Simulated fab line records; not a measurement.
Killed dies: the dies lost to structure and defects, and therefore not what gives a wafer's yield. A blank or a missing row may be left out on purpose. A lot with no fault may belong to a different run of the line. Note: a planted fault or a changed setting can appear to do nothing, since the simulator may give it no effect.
Lot-split experiment -- flow n5 finfet -- on a route of 1938 steps: 7 lots, 21 wafers read

## THE SPLIT ITSELF
At N5_BEOL_M15_ILD_DEP_00 (deposits SiO2 from TEOS/O2, target thk 1629.3 nm, time 346.1 s), the setting time s was moved away from the recipe's 346.1 s on 7 of the 21 wafers read, by +8.5% to +12.5%. All remaining wafers had this setting at the recipe value.

No step appears in the file between the split and the reading.

## THE READING
At N5_BEOL_M15_THK_MEAS_01: M15_ILD_THK, given in nm. Typical for fault-free wafers on this fab line: 1627 nm, with standard deviation 19 nm.

wafer,"tool, chamber at the split","time s as run, s",against the recipe,"M15_ILD_THK, nm",against lot-mates on the recipe
L075.2,"pecvd-01, 2",380.8,+10.0%,1784,+170
L075.3,"pecvd-01, 1",346.1,recipe,1610,-
L075.6,"pecvd-01, 1",346.1,recipe,1617,-
L077.1,"pecvd-02, 2",346.1,recipe,1594,-
L077.2,"pecvd-02, 0",346.1,recipe,1580,-
L077.5,"pecvd-02, 1",346.1,recipe,1596,-
L078.4,"pecvd-02, 2",346.1,recipe,1627,-
L078.5,"pecvd-02, 1",389.3,+12.5%,1863,+234
L078.6,"pecvd-02, 0",346.1,recipe,1630,-
L081.1,"pecvd-02, 2",375.5,+8.5%,1735,+126
L081.3,"pecvd-02, 0",375.5,+8.5%,1732,+123
L081.5,"pecvd-02, 2",346.1,recipe,1609,-
L082.1,"pecvd-04, 1",346.1,recipe,1615,-
L082.2,"pecvd-04, 0",346.1,recipe,1600,-
L082.5,"pecvd-04, 2",384.4,+11.1%,1822,+214
L090.2,"pecvd-04, 0",379,+9.5%,1775,+120
L090.4,"pecvd-04, 0",379,+9.5%,1809,+154
L090.6,"pecvd-04, 1",346.1,recipe,1655,-
L093.4,"pecvd-01, 1",346.1,recipe,1651,-
L093.5,"pecvd-01, 2",346.1,recipe,1662,-
L093.6,"pecvd-01, 0",346.1,recipe,1643,-

THE FIT
A straight line over all 21 wafers: M15_ILD_THK changes by +17.3 nm for each +1% of time s; r = +0.96; the points scatter about the line by 25 nm.
The same after taking each lot's own level away (the mean of its wafers on the recipe; 21 wafers): +16.8 nm for each +1%; r = +0.98; scatter 15 nm.
According to that fit, moving time s by its largest amount changes the reading by 2.1e+02 nm.
Measured against the standard deviation above, the lots' own levels, which go from 1590.0 to 1655.0 nm, span 3.4 times it.
So the lot-to-lot level changes the slope little: the two slopes agree.
Check: with one of the wafers moved furthest among these (+12.5%) left out of the fit, the line predicts +201 nm for it against its lot-mates. Against them it came out at +234 nm.

## OTHER SPLITS APPLIED TO THESE WAFERS
These wafers also went through other splits before the reading. Each is held against what the fit with the lots' levels taken away leaves over:
other split on the same wafers,wafers away from the commonest value,r with M15_ILD_THK (lot level and that fit taken away)
N5_BEOL_M13_SPUTTER_43 time s,7,-0.05
N5_BEOL_M14_SPUTTER_43 time s,4,+0.12

## THE WHOLE CHAIN: every reading that the file lists as answering this split, in the file's order
step,what it does,reading,change (the file's fit),r (the file's)
N5_BEOL_M15_ILD_DEP_00,"deposits SiO2 from TEOS/O2, target thk 1629.3 nm, time 346.1 s","SiO2_of_BEOL_M15_ILD_DEP_00.thk nm (the simulator's own value, which no gauge read)",+17.3 nm for each +1% of the setting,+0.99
N5_BEOL_M15_THK_MEAS_01,,M15_ILD_THK,+17.3 for each +1% of the setting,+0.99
N5_BEOL_M15_VIA_ETCH_16,"etches SiO2 in C4F8/O2/Ar, target depth 1792.2 nm","etch.depth nm (the simulator's own value, which no gauge read)",+17.3 nm for each +1% of the setting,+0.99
N5_BEOL_M15_VIA_ETCH_16,"etches SiO2 in C4F8/O2/Ar, target depth 1792.2 nm","coat_of_BEOL_M15_COAT_04.thk nm (the simulator's own value, which no gauge read)",-4.17 nm for each +1% of the setting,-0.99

## FILE'S OWN FIT
M15_ILD_THK changes by +17.3 nm for each +1% of time s, r = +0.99.
